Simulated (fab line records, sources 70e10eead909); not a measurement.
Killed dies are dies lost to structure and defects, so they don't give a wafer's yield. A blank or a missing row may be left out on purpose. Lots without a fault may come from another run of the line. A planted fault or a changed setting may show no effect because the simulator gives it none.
fab line records | flow nand_harc
record lots=6 wafers=16 last_day=32
route steps=1302 shown A_DECK1_JOINT@518
lots that met no fault: from a run of the same line without faults
start_h: hours from the record's first day to the start of the lot's first wafer shown | wait_h: hours since the lot's step before | " the same as in the row above | L1.1+2: a row that stands for several wafers | - no value, or no start given | * or withheld: withheld | < > ~ a bound
route shown NAME@n: a module of which the file shows steps, and the number in the route of the first | usual: mean/standard deviation of fault-free wafers | same: alike in all rows | chamber/n: place in a boat | sites: the reading at each site | _std_site: their standard deviation | _edge_site: outer sites' mean less inner sites' | radius_mm: how far each site lies from the wafer's centre | mask NAME#n: copy n | behind: the tool/chamber that last shaped the wafer | hold: why the lot was held/for how many hours/how that ended | device: the transistor (n, p or np) that didn't switch | end of line: the same wafers' tests at the end of the route | a step without rows: its recipe alone | killed: dies lost to structure and defects at the first sort, not the wafer's yield | map: a wafer's dies, x killed, . not, _ none there
set.NAME: the setting as run; set.NAME@STEP: as run at that earlier step | model.NAME: the simulator's own value behind a step, which no gauge read
lots at some steps of the route; a table a step, a row a wafer
services: from which hour (start_h, from the record's first day; less than 0 if before it) a tool's chamber was out of use, for how many hours, and why
## steps
# step NHARC_A_DECK1_JOINT_ETCHBACK_07
# recipe target_depth_a=1050 time_s=26.9 hbr_flow_sccm=150 rf_w=350 icp_w=350 bias_w=60 chemistry=HBr
# usual drypump_motor_current_A=5.5/0.45 oes_product_au=1.000/0.0091 run_length_s=48.1/0.5 throttle_valve_pct=23.265/0.0088
# columns lot.wafer tool chamber start_h wait_h drypump_motor_current_A oes_product_au rf_hours_counter_h run_length_s throttle_valve_pct
L943.2 rie_si-05 1 251.57 0.1 5.8 0.995 1.1 48.3 23.254
L943.3 " 2 " " 5.0 1.001 1.2 47.5 23.253
L943.5 " 2 " " 5.0 0.998 - 47.9 23.276
L953.3 rie_si-03 0 357.18 0.1 5.3 1.004 0.9 49.0 23.278
L953.1 " 1 " " 4.7 0.997 1.1 48.4 23.278
L953.6 " 0 " " 5.3 1.000 - 48.5 23.262
L955.1 rie_si-05 0 369.71 0.1 5.3 1.001 0.4 48.2 23.255
L955.2 " 1 " " 5.8 0.992 0.4 48.3 23.268
L956.2 rie_si-06 1 388.40 0.1 5.9 0.988 0.8 47.9 23.261
L956.3 " 2 " " 6.7 0.990 1.0 48.5 23.261
L960.1 rie_si-05 0 429.34 0.1 5.3 0.990 1.0 48.3 23.275
L960.3 " 2 " " 5.0 0.997 0.9 47.5 23.272
L960.6 " 0 " " 5.3 1.002 - 48.7 23.252
L961.3 rie_si-03 0 429.35 0.1 5.3 0.997 0.3 48.9 23.261
L961.5 " 0 " " 5.3 0.989 - 48.2 23.274
L961.6 " 2 " " 5.6 1.009 - 47.2 23.262
# step NHARC_A_DECK1_JOINT_ETCH_25
# recipe target_depth_a=5 chemistry=dHF material=SiO2
# step NHARC_A_DECK1_JOINT_ETCH_19
# recipe temp_c=25 target_depth_a=30 chemistry=TMAH material=poly-Si
# step NHARC_A_DECK1_JOINT_ETCH_18
# recipe target_depth_a=30 chemistry=dHF material=SiO2
# step NHARC_A_DECK1_JOINT_WET_08
# recipe temp_c=160 time_s=86 chemistry=H3PO4
# step NHARC_A_DECK1_JOINT_ETCH_09
# recipe target_depth_a=50 chemistry=dHF material=SiO2
# step NHARC_A_DECK1_JOINT_WET_10
# recipe temp_c=160 time_s=86 chemistry=H3PO4
# step NHARC_A_DECK1_JOINT_ETCH_11
# recipe target_depth_a=350 chemistry=dHF material=SiO2
# step NHARC_A_DECK1_JOINT_CVD_12
# recipe target_thk_a=900 temp_c=620 pressure_mtorr=200 time_s=1800 material=poly-Si
# step NHARC_A_DECK1_JOINT_CMP_13
# recipe target_thk_nm=51.023
# usual motor_current_A=11.6/0.95 time_to_endpoint_s=8.5/2.3
# columns lot.wafer tool chamber start_h wait_h motor_current_A time_to_endpoint_s
L943.2 cmp-02 3 261.87 0.4 10.8 6.1
L943.3 " 0 " " 12.1 4.2
L943.5 " 3 " " 10.8 7.2
L953.1 cmp-02 1 367.29 0.4 9.9 13.5
L953.3 " 0 " " 13.3 7.1
L953.6 " 1 " " 10.5 11.7
L955.2 cmp-03 3 380.01 0.4 12.0 3.9
L955.1 " 0 " " 11.4 9.2
L956.3 cmp-03 2 398.66 0.4 12.9 8.0
L956.2 " 0 " " 11.9 8.0
L960.1 cmp-02 2 439.67 0.4 11.5 7.5
L960.3 " 3 " " 10.9 8.5
L960.6 " 2 " " 11.9 11.2
L961.3 cmp-01 2 439.72 0.4 11.1 7.4
L961.6 " 0 " " 11.3 8.0
L961.5 " 1 " " 11.9 8.3
# step NHARC_A_DECK1_JOINT_THK_MEAS_14
# recipe thk_meas_gauge=ellipsometry
# usual thk_nm=50.9/1.6
# columns lot.wafer tool chamber start_h wait_h thk_nm
L943.2 film_metro-01 - 262.10 0.2 49.1
L943.3 " - " " 48.5
L943.5 " - " " 48.1
L953.1 film_metro-02 - 367.54 0.2 50.8
L953.3 " - " " 50.4
L953.6 " - " " 50.7
L955.1 film_metro-02 - 380.26 0.2 48.0
L955.2 " - " " 47.0
L956.2 film_metro-01 - 398.92 0.2 49.8
L956.3 " - " " 50.9
L961.3 film_metro-02 - 439.92 0.2 50.2
L961.5 " - " " 50.4
L961.6 " - " " 53.2
L960.1 film_metro-01 - 439.93 0.2 54.5
L960.3 " - " " 52.8
L960.6 " - " " 51.9
# step NHARC_A_DECK1_JOINT_SRD_04
# step NHARC_A_DECK1_JOINT_ETCHBACK_00
# recipe target_depth_a=300 time_s=17.4 hbr_flow_sccm=150 rf_w=350 icp_w=350 bias_w=60 chemistry=HBr
# usual drypump_motor_current_A=5.6/0.49 oes_product_au=1.002/0.0095 run_length_s=38.6/0.48 throttle_valve_pct=23.267/0.0086
# columns lot.wafer tool chamber start_h wait_h drypump_motor_current_A oes_product_au rf_hours_counter_h run_length_s throttle_valve_pct
L943.3 rie_si-05 0 262.26 0.1 5.3 1.012 1.1 38.9 23.258
L943.2 " 2 " " 5.0 0.999 1.2 38.3 23.259
L943.5 " 1 " " 5.8 0.997 - 38.8 23.275
L953.1 rie_si-05 3 367.67 0.1 5.5 1.000 0.5 38.1 23.264
L953.3 " 1 " " 5.8 0.985 0.3 38.9 23.277
L953.6 " 3 " " 5.5 0.999 - 38.0 23.275
L955.2 rie_si-05 3 380.39 0.1 5.5 0.999 0.7 35.9 23.253
L955.1 " 2 " " 5.0 1.015 0.6 38.3 23.270
L956.3 rie_si-05 0 399.04 0.1 5.3 1.003 0.7 36.6 23.264
L956.2 " 1 " " 5.8 0.990 0.6 36.3 23.273
L961.3 rie_si-03 0 440.05 0.1 5.3 1.004 0.4 38.7 23.255
L961.6 " 2 " " 5.7 0.999 - 37.8 23.268
L961.5 " 3 " " 5.2 1.007 - 38.5 23.262
L960.1 rie_si-06 2 440.07 0.1 6.7 1.008 0.2 39.1 23.261
L960.3 " 3 " " 5.5 0.990 0.2 39.2 23.276
L960.6 " 2 " " 6.7 0.997 - 38.9 23.258
# step NHARC_A_DECK1_JOINT_PRECLEAN_30
# recipe time_s=* temp_c=50 bath_age_min=0 chemistry=SC1
## services
# columns tool chamber start_h hours kind
cmp-01 - 228.25 0.3 repair
rie_si-05 - 229.39 1.0 repair
cmp-03 - 236.14 4.0 pm
rie_si-03 3 238.20 4.6 repair
cmp-01 - 259.50 4.0 pm
rie_si-03 0 261.32 1.5 repair
rie_si-05 3 261.58 6.9 repair
cmp-02 - 263.66 2.1 repair
rie_si-05 2 275.13 8.0 repair
cmp-03 - 276.59 0.9 repair
rie_si-05 - 281.00 9.0 pm
cmp-02 - 306.58 4.0 pm
rie_si-06 - 308.58 2.5 repair
rie_si-03 0 325.08 8.9 repair
rie_si-05 0 330.48 3.7 repair
cmp-03 - 334.14 4.0 pm
cmp-01 - 341.52 3.5 repair
cmp-01 - 357.50 4.0 pm
cmp-03 - 365.41 0.4 repair
rie_si-03 - 374.00 9.0 pm
rie_si-06 - 402.00 9.0 pm
cmp-02 - 404.58 4.0 pm
rie_si-03 1 422.48 18.5 repair
cmp-03 - 432.14 4.0 pm
## key
first_sign step=NHARC_A_DECK1_JOINT_ETCHBACK_00 reading=run_length_s direction=down sigmas=4.9 usual=* struck=*
effect none on later readings
met_at NHARC_A_DECK1_JOINT_ETCHBACK_00
struck_wafers L955.2,L956.2,L956.3
tester_left_out L955,L956
onset_between 367.67 380.39
fault kind=process_parameter_drift tool=rie_si-05 chamber=- onset_h=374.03 steps=NHARC_A_DECK1_JOINT_ETCHBACK_00 channel=time_s offset=* shape=step end_h=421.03 scope=struck_wafers_only acts_in=* stated=*
# tester_left_out: of these lots the tester's yield and bins aren't shown, on N5 and GAA mostly nor the transistor test; their killed dies are dies lost to structure and defects alone, not to doping, threshold or leakage, so they don't give the yield
